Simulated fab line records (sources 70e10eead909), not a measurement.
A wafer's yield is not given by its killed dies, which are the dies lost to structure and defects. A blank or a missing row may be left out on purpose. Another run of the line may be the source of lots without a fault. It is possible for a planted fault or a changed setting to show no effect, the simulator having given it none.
fab line records	flow nand-harc
record: lots: 14	wafers: 42	last-day: 33
route steps=1302 shown A_DECK1_JOINT@530 A_ONON_D2@564 END@1302
lots untouched by any fault: they come from a run of this same line in which no faults occurred
start-h: start of the lot's first displayed wafer, in hours after the record's first day	wait-h: hours since the lot's step before	" the same as in the row above	L1.1+2: a row that stands for several wafers	- no value, or no start was given	* or withheld: withheld	< > ~ a bound
route shown NAME@n: a module of which the file shows steps, and the number in the route of the first	usual: mean and standard deviation over wafers with no fault	same: alike in all rows	chamber/n: place in a boat	sites: each site's reading	_std_site: how widely they spread, as a standard deviation	_edge_site: outer sites' mean less inner sites'	radius-mm: for every site, how far away it sits from the centre of the wafer	mask NAME#n: copy n	behind: the last tool/chamber to shape the wafer	hold: reason for holding the lot/hours on hold/outcome of the hold	device: the transistor (n, p or np) that didn't switch	end of line: the tests these same wafers got at the end of their route	step lacking rows: just its recipe	killed: dies that structure and defects cost at the first sort, which is not the same as the wafer's yield	map: shows each die of a wafer: x if killed, . if not, _ if none is there
set.NAME: setting as actually run; set.NAME@STEP: the setting as run at that earlier step	model.NAME: the simulator's own value behind a step, which no gauge read
one table for each step of the route and one row for each wafer, over a sample of lots
services: the hour from which a tool's chamber was out of use, counted from the record's first day as start-h (under 0 if before that day), plus the number of hours and why
== steps ==
step: NHARC_A_DECK1_JOINT_ETCHBACK_00
recipe: target-depth-a: 300	time-s: 17.4	hbr-flow-sccm: 150	rf-w: 350	icp-w: 350	bias-w: 60	chemistry: HBr
usual: drypump-motor-current-A: 5.6/0.34	oes-product-au: 0.999/0.0099	throttle-valve-pct: 23.264/0.01
lot.wafer	tool	chamber	start-h	wait-h	drypump-motor-current-A	oes-product-au	rf-hours-counter-h	throttle-valve-pct
L523.2	rie-si-02	1	253.17	0.1	5.4	0.992	1.0	23.264
L523.3	"	3	"	"	6.3	0.982	0.8	23.275
L523.6	"	2	"	"	5.3	1.000	-	23.265
L524.4	rie-si-06	0	272.35	0.1	5.7	1.003	0.1	23.267
L524.1	"	1	"	"	5.6	1.003	0.1	23.284
L524.6	"	1	"	"	5.7	0.992	-	23.259
L525.1	rie-si-02	3	272.39	0.1	6.3	0.976	0.9	23.262
L525.6	"	0	"	"	5.4	1.004	-	23.272
L525.5	"	1	"	"	5.4	0.990	-	23.276
L527.2	rie-si-01	2	288.83	0.1	5.7	1.012	0.6	23.254
L527.5	"	1	"	"	5.7	1.014	-	23.263
L527.6	"	2	"	"	5.7	1.020	-	23.258
L528.2	rie-si-02	0	291.71	0.1	5.4	0.991	0.0	23.239
L528.3	"	1	"	"	5.4	0.994	0.1	23.265
L528.6	"	0	"	"	5.4	0.991	-	23.264
L529.2	rie-si-02	1	306.02	0.1	5.4	1.003	0.1	23.276
L529.1	"	3	"	"	6.3	0.998	0.1	23.276
L529.6	"	1	"	"	5.4	0.996	-	23.270
L531.3	rie-si-02	1	329.17	0.1	5.4	0.997	0.3	23.258
L531.2	"	2	"	"	5.4	1.001	0.2	23.257
L531.6	"	2	"	"	5.4	1.015	-	23.270
L530.3	rie-si-02	0	332.84	0.1	5.3	0.998	0.2	23.261
L530.1	"	1	"	"	5.4	1.005	0.3	23.245
L530.5	"	0	"	"	5.3	0.996	-	23.267
L533.1	rie-si-06	2	353.27	0.1	5.1	0.997	0.5	23.267
L533.2	"	0	"	"	5.6	1.007	0.6	23.288
L533.6	"	1	"	"	5.6	0.993	-	23.256
L538.2	rie-si-06	3	393.25	0.1	5.9	0.994	0.9	23.265
L538.1	"	1	"	"	5.5	0.990	0.8	23.268
L538.4	"	2	"	"	5.1	0.980	0.8	23.263
L541.4	rie-si-02	0	421.19	0.1	5.4	0.993	0.9	23.278
L541.1	"	1	"	"	5.4	1.017	0.8	23.275
L541.3	"	2	"	"	5.3	1.012	1.0	23.256
L540.3	rie-si-01	3	421.21	0.1	6.2	1.004	0.3	23.270
L540.2	"	1	"	"	5.7	0.986	0.2	23.263
L540.5	"	3	"	"	6.1	1.011	-	23.255
L542.1	rie-si-06	2	436.85	0.1	5.1	1.001	0	23.270
L542.3	"	3	"	"	5.8	1.021	0	23.266
L542.4	"	1	"	"	5.6	0.995	0	23.255
L545.3	rie-si-02	3	474.99	0.1	6.3	0.992	0.1	23.278
L545.2	"	0	"	"	5.4	0.984	0.1	23.265
L545.6	"	0	"	"	5.4	0.998	-	23.270
step: NHARC_A_DECK1_JOINT_INSPECT_05
usual: raw-defect-count: 366/160
lot.wafer	tool	chamber	start-h	wait-h	raw-defect-count
L523.2	defect-inspect-02	-	277.89	0.0	337
L523.3	"	-	"	"	353
L523.6	"	-	"	"	279
L524.1	defect-inspect-02	-	295.42	0.0	356
L524.4	"	-	"	"	469
L524.6	"	-	"	"	586
L525.1	defect-inspect-01	-	295.42	0.0	153
L525.5	"	-	"	"	204
L525.6	"	-	"	"	258
L528.2	defect-inspect-02	-	313.75	0.0	460
L528.3	"	-	"	"	320
L528.6	"	-	"	"	511
L527.2	defect-inspect-01	-	313.75	0.0	434
L527.5	"	-	"	"	322
L527.6	"	-	"	"	363
L529.1	defect-inspect-02	-	334.21	0.0	205
L529.2	"	-	"	"	187
L529.6	"	-	"	"	184
L531.2	defect-inspect-01	-	350.97	0.0	434
L531.3	"	-	"	"	327
L531.6	"	-	"	"	548
L530.1	defect-inspect-02	-	358.53	0.0	236
L530.3	"	-	"	"	276
L530.5	"	-	"	"	493
L533.1	defect-inspect-02	-	377.04	0.0	341
L533.2	"	-	"	"	315
L533.6	"	-	"	"	282
L538.1	defect-inspect-02	-	420.39	0.0	400
L538.2	"	-	"	"	284
L538.4	"	-	"	"	295
L541.1	defect-inspect-02	-	445.57	0.0	760
L541.3	"	-	"	"	814
L541.4	"	-	"	"	770
L540.2	defect-inspect-01	-	445.57	0.0	587
L540.3	"	-	"	"	307
L540.5	"	-	"	"	473
L542.1	defect-inspect-02	-	460.71	0.0	550
L542.3	"	-	"	"	702
L542.4	"	-	"	"	582
L545.2	defect-inspect-02	-	504.16	0.0	218
L545.3	"	-	"	"	302
L545.6	"	-	"	"	262
step: NHARC_A_ONON_D2_DEP_28
recipe: target-thk-a: 10000	n2-flow-sccm: 2750	n2o-flow-sccm: 2000	nh3-flow-sccm: 500	sih4-flow-sccm: 210	temp-c: 400
lot.wafer	tool	chamber	start-h	wait-h
L523.2+3+6	pecvd-onon-04	0	289.89	0.1
L525.1+5+6	pecvd-onon-01	0	307.77	0.1
L524.1+4+6	pecvd-onon-04	0	307.79	0.1
L528.2+3+6	pecvd-onon-02	0	323.84	0.1
L527.2+5+6	pecvd-onon-01	0	324.05	0.1
L529.1+2+6	pecvd-onon-01	0	349.28	0.1
L531.2+3+6	pecvd-onon-02	0	364.73	0.1
L530.1+3+5	pecvd-onon-01	0	370.52	0.1
L533.1+2+6	pecvd-onon-02	0	389.05	0.1
L538.1+2+4	pecvd-onon-01	0	435.88	0.1
L541.1+3+4	pecvd-onon-04	0	457.90	0.1
L540.2+3+5	pecvd-onon-02	0	457.98	0.1
L542.1+3+4	pecvd-onon-02	0	472.63	0.1
L545.2+3+6	pecvd-onon-04	0	516.59	0.1
step: NHARC_A_ONON_D2_THK_MEAS_30
recipe: thk-meas-gauge: ellipsometry
usual: thk-nm: 1000/8.4
lot.wafer	tool	chamber	start-h	wait-h	hold	thk-nm
L523.2	film-metro-01	-	290.34	-	-	999
L523.3	"	-	"	"	-	1001
L523.6	"	-	"	"	-	998
L525.1	film-metro-02	-	308.28	-	-	1001
L525.5	"	-	"	"	-	1002
L525.6	"	-	"	"	-	1003
L524.1	film-metro-01	-	308.30	-	-	988
L524.4	"	-	"	"	-	987
L524.6	"	-	"	"	-	988
L528.2	film-metro-02	-	324.29	-	-	982
L528.3	"	-	"	"	-	983
L528.6	"	-	"	"	-	983
L527.2	film-metro-01	-	324.51	-	-	1005
L527.5	"	-	"	"	-	1007
L527.6	"	-	"	"	-	1004
L529.1	film-metro-02	-	349.78	-	-	977
L529.2	"	-	"	"	-	975
L529.6	"	-	"	"	-	978
L531.2	film-metro-02	-	365.18	-	-	1009
L531.3	"	-	"	"	-	1011
L531.6	"	-	"	"	-	1009
L530.1	film-metro-02	-	371.03	-	-	1009
L530.3	"	-	"	"	-	1009
L530.5	"	-	"	"	-	1008
L533.1	film-metro-01	-	389.56	-	-	1001
L533.2	"	-	"	"	-	1002
L533.6	"	-	"	"	-	1003
L538.1	film-metro-01	-	436.39	-	-	1002
L538.2	"	-	"	"	-	1001
L538.4	"	-	"	"	-	1002
L541.1	film-metro-02	-	458.41	-	-	1001
L541.3	"	-	"	"	-	1000
L541.4	"	-	"	"	-	1000
L540.2	film-metro-01	-	458.43	-	await-dispo/0.2h/release	415
L540.3	"	-	"	"	await-dispo/0.2h/release	412
L540.5	"	-	"	"	await-dispo/0.2h/release	415
L540.2	film-metro-01	-	458.60	0.2	-	413
L540.3	"	-	"	"	-	415
L540.5	"	-	"	"	-	413
L542.1	film-metro-01	-	473.14	-	await-dispo/0.2h/release	409
L542.3	"	-	"	"	await-dispo/0.2h/release	410
L542.4	"	-	"	"	await-dispo/0.2h/release	408
L542.1	film-metro-01	-	473.31	0.2	-	408
L542.3	"	-	"	"	-	409
L542.4	"	-	"	"	-	409
L545.2	film-metro-02	-	517.04	-	-	1002
L545.3	"	-	"	"	-	1001
L545.6	"	-	"	"	-	1001
step: NHARC_A_ONON_D2_DEP_33
recipe: target-thk-a: 2000	temp-c: 400	pressure-torr: 6.5	rf-w: 900	teos-flow-sccm: 161.4	flow-sccm: 2650	target-thk-nm: 200	gas: O2	material: SiO2
usual: heater-power-w: 546/83	showerhead-vpp-V: 1876/66	throttle-valve-pct: 16.0/0.66
lot.wafer	tool	chamber	start-h	wait-h	heater-power-w	showerhead-vpp-V	throttle-valve-pct
L523.2	pecvd-03	1	290.40	0.1	564	1883	16.6
L523.3	"	2	"	"	638	1873	15.2
L523.6	"	0	"	"	627	1927	16.5
L524.1	pecvd-03	2	308.35	0.1	649	1863	15.2
L524.6	"	2	"	"	682	1879	14.9
L524.4	"	1	"	"	504	1916	16.9
L525.1	pecvd-01	2	308.38	0.1	528	1961	16.5
L525.5	"	2	"	"	532	1960	16.8
L525.6	"	0	"	"	694	1769	15.0
L528.3	pecvd-03	1	324.35	0.1	536	1918	17.1
L528.2	"	0	"	"	606	1931	16.5
L528.6	"	2	"	"	580	1855	15.3
L527.2	pecvd-01	1	324.57	0.1	588	1909	15.6
L527.5	"	1	"	"	594	1917	15.5
L527.6	"	2	"	"	490	1932	16.2
L529.1	pecvd-04	2	349.84	0.1	358	1820	16.5
L529.2	"	1	"	"	606	1789	16.3
L529.6	"	1	"	"	611	1789	16.2
L531.2	pecvd-01	1	365.28	0.1	542	1902	15.7
L531.3	"	2	"	"	413	1990	16.4
L531.6	"	0	"	"	549	1757	15.2
L530.3	pecvd-04	0	371.09	0.1	664	1848	15.7
L530.1	"	1	"	"	609	1782	16.3
L530.5	"	2	"	"	408	1817	16.3
L533.1	pecvd-04	1	389.66	0.1	604	1802	16.4
L533.2	"	2	"	"	351	1797	16.5
L533.6	"	1	"	"	609	1793	16.2
L538.1	pecvd-04	2	436.49	0.1	380	1809	16.3
L538.2	"	0	"	"	645	1842	15.6
L538.4	"	0	"	"	642	1821	15.7
L541.3	pecvd-03	1	458.51	0.1	494	1940	16.6
L541.1	"	2	"	"	513	1870	14.8
L541.4	"	1	"	"	504	1937	16.7
L545.3	pecvd-04	2	517.10	0.1	393	1830	16.3
L545.2	"	1	"	"	436	1774	16.3
L545.6	"	2	"	"	401	1826	16.1
step: NHARC_END_SORT_01
recipe: temp-c: 25
usual: defect-limited-yield: 90/3.1	killed-at-array: 61/20	killed-at-other: 0.9/1.1	killed-at-periphery: 3.7/2.5	killed-dies: 65/21	killed-open: 3.3/1.8	killed-short: 2.3/1.5
same: gross-dies: 677
lot.wafer	tool	chamber	start-h	wait-h	defect-limited-yield[%]	killed-at-array	killed-at-other	killed-at-periphery	killed-dies	killed-open	killed-short
L524.1	prober-01	0	582.11	2.5	93	46	0	4	50	3	4
L524.4	prober-01	0	584.52	3.4	91	59	0	0	59	4	2
L524.6	prober-01	0	586.12	4.0	93	47	0	2	49	3	3
L525.1	prober-02	0	582.14	2.5	90	67	0	1	68	3	1
L525.5	prober-02	0	585.35	3.7	87	77	2	6	85	3	4
L525.6	prober-02	0	586.16	4.0	87	83	2	6	91	6	2
L528.2	prober-02	0	598.22	2.8	86	90	0	4	94	3	2
L528.3	prober-02	0	599.03	3.1	87	86	2	0	88	2	2
L528.6	prober-02	0	601.46	4.0	86	91	2	2	95	2	0
L527.2	prober-01	0	600.04	2.8	94	38	1	5	44	2	2
L527.5	prober-01	0	602.43	3.7	92	49	0	2	51	3	3
L527.6	prober-01	0	603.23	4.0	95	32	0	3	35	1	2
L529.1	prober-02	0	633.63	2.5	91	60	0	2	62	3	3
L529.2	prober-02	0	634.44	2.8	89	72	0	1	73	1	5
L529.6	prober-02	0	637.71	4.1	88	76	1	4	81	5	4
L531.2	prober-01	0	640.62	2.8	84	97	1	9	107	7	2
L531.3	prober-01	0	641.42	3.1	88	73	2	4	79	1	1
L531.6	prober-01	0	643.81	4.0	87	84	2	4	90	0	1
L530.1	prober-01	0	655.60	2.5	89	75	2	0	77	1	3
L530.3	prober-01	0	657.20	3.1	91	55	0	3	58	2	1
L530.5	prober-01	0	658.79	3.7	90	69	1	1	71	3	3
killed by level:class
L524.1 A_CHANNEL_HOLE_D2:chamber-film-flake=28 A_CONTACT:chamber-film-flake=5 P_CONTACT:geometric-particle:open=3 A_CHANNEL_HOLE_D1:chamber-film-flake=3 A_DECK1_JOINT:geometric-particle:short=2 A_DECK1_JOINT:chamber-film-flake=2 A_M0:chamber-film-flake=2 A_CHANNEL_FILL_D1:geometric-particle:short=1
L525.1 A_CHANNEL_HOLE_D1:chamber-film-flake=26 A_SLIT:chamber-film-flake=26 A_M1:chamber-film-flake=4 A_CHANNEL_HOLE_D2:chamber-film-flake=3 A_SOURCE_PLATE:geometric-particle:short=1 A_CHANNEL_FILL_D2:geometric-particle:open=1 A_SGD_CUT:geometric-particle:open=1 A_WL_FILL:geometric-particle:open=1
L524.4 A_CHANNEL_HOLE_D2:chamber-film-flake=38 A_CHANNEL_HOLE_D1:chamber-film-flake=4 A_WL_FILL:chamber-film-flake=3 A_M0:chamber-film-flake=3 A_DECK1_JOINT:geometric-particle:short=2 A_CONTACT:chamber-film-flake=2 A_ONON_D1:geometric-particle:open=1 A_DECK1_JOINT:geometric-particle:open=1
L525.5 A_CHANNEL_HOLE_D1:chamber-film-flake=34 A_SLIT:chamber-film-flake=20 A_CHANNEL_HOLE_D2:chamber-film-flake=6 A_M1:chamber-film-flake=4 P_M0:geometric-particle:open=2 P_M0:chamber-film-flake=2 A_WL_FILL:chamber-film-flake=2 A_CONTACT:chamber-film-flake=2
L524.6 A_CHANNEL_HOLE_D2:chamber-film-flake=30 A_CONTACT:chamber-film-flake=4 A_WL_FILL:geometric-particle:open=2 A_M1:geometric-particle:short=2 A_STAIRCASE:chamber-film-flake=2 A_CHANNEL_FILL_D1:geometric-particle:short=1 A_CHANNEL_FILL_D2:geometric-particle:open=1 P_GATE:chamber-film-flake=1
L525.6 A_CHANNEL_HOLE_D1:chamber-film-flake=32 A_SLIT:chamber-film-flake=25 A_CHANNEL_HOLE_D2:chamber-film-flake=12 P_M0:chamber-film-flake=4 A_M1:chamber-film-flake=3 A_M0:geometric-particle:open=2 A_CONTACT:chamber-film-flake=2 P_STI:geometric-particle:short=1
L528.2 A_CHANNEL_HOLE_D2:chamber-film-flake=28 A_SLIT:chamber-film-flake=25 A_CHANNEL_HOLE_D1:chamber-film-flake=24 P_M2:chamber-film-flake=3 A_STAIRCASE:chamber-film-flake=3 A_DECK1_JOINT:chamber-film-flake=2 A_M0:chamber-film-flake=2 P_GATE:geometric-particle:open=1
L528.3 A_CHANNEL_HOLE_D2:chamber-film-flake=29 A_SLIT:chamber-film-flake=29 A_CHANNEL_HOLE_D1:chamber-film-flake=19 A_STAIRCASE:chamber-film-flake=5 THIN_TSV:chamber-film-flake=2 A_SOURCE_PLATE:geometric-particle:open=1 A_CHANNEL_HOLE_D1:geometric-particle:short=1 A_ONON_D2:geometric-particle:short=1
L527.2 A_SLIT:chamber-film-flake=20 A_CONTACT:chamber-film-flake=5 A_CHANNEL_HOLE_D2:chamber-film-flake=4 A_CHANNEL_HOLE_D1:chamber-film-flake=3 A_STAIRCASE:chamber-film-flake=3 P_GATE:chamber-film-flake=2 P_STI:geometric-particle:short=1 P_CONTACT:geometric-particle:open=1
L528.6 A_CHANNEL_HOLE_D1:chamber-film-flake=34 A_CHANNEL_HOLE_D2:chamber-film-flake=33 A_SLIT:chamber-film-flake=21 P_M2:chamber-film-flake=2 THIN_TSV:chamber-film-flake=2 A_DECK1_JOINT:geometric-particle:open=1 A_M1:geometric-particle:open=1 A_STAIRCASE:chamber-film-flake=1
L527.5 A_SLIT:chamber-film-flake=23 A_CONTACT:chamber-film-flake=7 A_CHANNEL_HOLE_D2:chamber-film-flake=5 A_CHANNEL_HOLE_D1:chamber-film-flake=4 A_STAIRCASE:chamber-film-flake=3 P_M1:geometric-particle:open=1 A_ONON_D1:geometric-particle:short=1 A_ONON_D2:geometric-particle:short=1
L527.6 A_SLIT:chamber-film-flake=19 A_CHANNEL_HOLE_D2:chamber-film-flake=4 A_CONTACT:chamber-film-flake=3 P_GATE:chamber-film-flake=2 A_CHANNEL_FILL_D1:geometric-particle:short=1 A_DECK1_JOINT:geometric-particle:open=1 A_BLC:geometric-particle:short=1 P_STI:chamber-film-flake=1
L529.1 A_CHANNEL_HOLE_D2:chamber-film-flake=26 A_SLIT:chamber-film-flake=22 A_CHANNEL_HOLE_D1:chamber-film-flake=5 A_CHANNEL_FILL_D2:geometric-particle:short=2 P_M0:geometric-particle:open=1 A_ONON_D1:geometric-particle:short=1 A_CHANNEL_FILL_D1:geometric-particle:open=1 A_M0:geometric-particle:open=1
L529.2 A_CHANNEL_HOLE_D2:chamber-film-flake=31 A_SLIT:chamber-film-flake=25 A_CHANNEL_HOLE_D1:chamber-film-flake=4 A_STAIRCASE:chamber-film-flake=4 A_ONON_D2:geometric-particle:short=2 A_DECK1_JOINT:chamber-film-flake=2 P_STI:geometric-particle:short=1 A_SOURCE_PLATE:geometric-particle:short=1
L529.6 A_CHANNEL_HOLE_D2:chamber-film-flake=31 A_SLIT:chamber-film-flake=25 A_CHANNEL_HOLE_D1:chamber-film-flake=7 A_CHANNEL_FILL_D2:geometric-particle:short=2 A_CONTACT:geometric-particle:open=2 P_GATE:chamber-film-flake=2 A_STAIRCASE:chamber-film-flake=2 A_SOURCE_PLATE:geometric-particle:short=1
L531.2 A_CHANNEL_HOLE_D1:chamber-film-flake=35 A_SLIT:chamber-film-flake=30 A_CHANNEL_HOLE_D2:chamber-film-flake=16 A_STAIRCASE:chamber-film-flake=6 A_CONTACT:chamber-film-flake=3 A_DECK1_JOINT:geometric-particle:open=2 P_ZERO_WELL:chamber-film-flake=2 P_STI:chamber-film-flake=2
L531.3 A_CHANNEL_HOLE_D1:chamber-film-flake=32 A_SLIT:chamber-film-flake=20 A_CHANNEL_HOLE_D2:chamber-film-flake=9 A_CONTACT:chamber-film-flake=5 A_STAIRCASE:chamber-film-flake=4 P_ZERO_WELL:chamber-film-flake=3 THIN_TSV:chamber-film-flake=2 A_SOURCE_PLATE:geometric-particle:short=1
L531.6 A_CHANNEL_HOLE_D1:chamber-film-flake=36 A_SLIT:chamber-film-flake=25 A_CHANNEL_HOLE_D2:chamber-film-flake=15 A_CONTACT:chamber-film-flake=4 P_ZERO_WELL:chamber-film-flake=3 A_DECK1_JOINT:geometric-particle:short=1 P_M2:chamber-film-flake=1 A_DECK1_JOINT:chamber-film-flake=1
L530.1 A_CHANNEL_HOLE_D2:chamber-film-flake=37 A_CHANNEL_HOLE_D1:chamber-film-flake=12 A_STAIRCASE:chamber-film-flake=11 A_CONTACT:chamber-film-flake=6 A_CHANNEL_FILL_D2:chamber-film-flake=2 A_SLIT:chamber-film-flake=2 THIN_TSV:chamber-film-flake=2 A_DECK1_JOINT:geometric-particle:short=1
L530.3 A_CHANNEL_HOLE_D2:chamber-film-flake=32 A_CHANNEL_HOLE_D1:chamber-film-flake=7 A_STAIRCASE:chamber-film-flake=6 A_CONTACT:chamber-film-flake=5 P_M0:geometric-particle:open=1 A_DECK1_JOINT:geometric-particle:short=1 A_M0:geometric-particle:open=1 P_ZERO_WELL:chamber-film-flake=1
L530.5 A_CHANNEL_HOLE_D2:chamber-film-flake=38 A_CHANNEL_HOLE_D1:chamber-film-flake=13 A_STAIRCASE:chamber-film-flake=5 A_CONTACT:chamber-film-flake=3 A_CHANNEL_FILL_D1:geometric-particle:open=2 A_DECK1_JOINT:chamber-film-flake=2 A_SLIT:chamber-film-flake=2 P_GATE:geometric-particle:short=1
== services ==
tool	chamber	start-h	hours	kind
pecvd-03	1	242.05	5.3	repair
rie-si-06	-	249.00	9.0	pm
pecvd-03	2	254.74	8.9	repair
pecvd-04	-	269.00	13.0	pm
pecvd-onon-01	-	269.38	13.0	pm
rie-si-02	-	277.00	9.0	pm
pecvd-onon-04	-	311.32	13.0	pm
pecvd-01	-	311.48	13.0	pm
pecvd-03	-	366.08	13.0	pm
pecvd-onon-02	-	366.32	13.0	pm
rie-si-01	-	370.00	9.0	pm
rie-si-06	0	380.80	2.2	repair
pecvd-04	2	394.51	4.3	repair
pecvd-01	-	399.00	1.0	repair
rie-si-01	1	405.03	5.6	repair
rie-si-02	1	407.04	9.1	repair
pecvd-04	-	412.73	1.4	repair
rie-si-06	-	426.00	9.0	pm
pecvd-04	-	450.00	13.0	pm
pecvd-onon-01	-	450.38	13.0	pm
rie-si-02	-	454.00	9.0	pm
pecvd-03	0	489.00	29.0	repair
pecvd-onon-04	-	492.32	13.0	pm
pecvd-01	-	492.50	13.0	pm
== key ==
first-sign: step: NHARC_A_ONON_D2_THK_MEAS_30	reading: visit	direction: added
effect: step: NHARC_A_ONON_D2_THK_MEAS_30	reading: thk-nm	direction: down	sigmas: 70	usual: 1000	struck: 411
met-at NHARC_A_ONON_D2_DEP_28
struck-lots L540,L542
struck-wafers L540.2,L540.3,L540.5,L542.1,L542.3,L542.4
scrapped-behind NHARC_A_ONON_D2_THK_MEAS_30 L540.2,L540.3,L540.5,L542.1,L542.3,L542.4
not-acting-at NHARC_A_DECK1_JOINT_ETCHBACK_00,NHARC_A_DECK1_JOINT_INSPECT_05,NHARC_A_ONON_D2_DEP_33
onset-between 389.05 457.98
fault: kind: process-parameter-drift	tool: pecvd-onon-02	chamber: 0	onset-h: 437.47	steps: NHARC_A_ONON_D2_DEP_28	channel: target-thk-a	offset: *	shape: step	end-h: 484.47	acts-in: *	stated: *
